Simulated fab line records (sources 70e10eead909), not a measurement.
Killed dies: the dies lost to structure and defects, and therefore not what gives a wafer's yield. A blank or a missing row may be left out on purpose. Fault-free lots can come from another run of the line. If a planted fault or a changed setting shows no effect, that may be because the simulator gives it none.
Chamber matching | flow nand harc | NHARC_A_STAIRCASE_TRIM_220 on rie diel-10: 4 sister chambers
The step chemistry O2, time 211.2 s. 4 wafers are shown with their chamber, then 12 later ones without.

## WAFERS WITH THEIR CHAMBER
wafer  | chamber | drypump motor current A (A)
L086.4 | 1       | 6.2
L087.3 | 2       | 5.5
L087.4 | 3       | 6.2
L087.6 | 0       | 6.3

## WAFERS WITHOUT THEIR CHAMBER
wafer  | drypump motor current A (A)
L089.2 | 6.2
L089.3 | 6.2
L089.4 | 6.3
L090.4 | 6.1
L090.5 | 5.5
L090.6 | 6.1
L097.2 | 6.1
L097.4 | 6.3
L097.6 | 6.2
L097.1 | 6.1
L097.3 | 6.3
L097.5 | 6.2

## WHICH CHAMBER EACH WENT THROUGH
wafer  | from the rows above          | in truth
L089.2 | can't be placed: 1 or 3 or 0 | 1
L089.3 | can't be placed: 1 or 3 or 0 | 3
L089.4 | can't be placed: 0 or 1 or 3 | 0
L090.4 | can't be placed: 1 or 3 or 0 | 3
L090.5 | 2                            | 2
L090.6 | can't be placed: 1 or 3 or 0 | 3
L097.2 | can't be placed: 1 or 3 or 0 | 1
L097.4 | can't be placed: 0 or 1 or 3 | 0
L097.6 | can't be placed: 1 or 3 or 0 | 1
L097.1 | can't be placed: 1 or 3 or 0 | 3
L097.3 | can't be placed: 0 or 1 or 3 | 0
L097.5 | can't be placed: 1 or 3 or 0 | 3
Placed correctly: 1 of 12. These rows do not allow placing 11 (true chamber among the candidates in 11). Number placed wrongly: 0.
How it was worked out, from the rows above alone: a wafer's distance from a chamber is the root of the sum, over the readings, of the square of ((its reading less the chamber's mean) divided by the reading's scatter). If the next closest chamber is less than 2 further off than the closest, the wafer can't be placed; otherwise it belongs to the closest. The mean given for a chamber averages the wafers shown for that chamber. The scatter: root of mean squared gap, hidden wafer to nearest shown wafer, with one shown wafer a chamber.
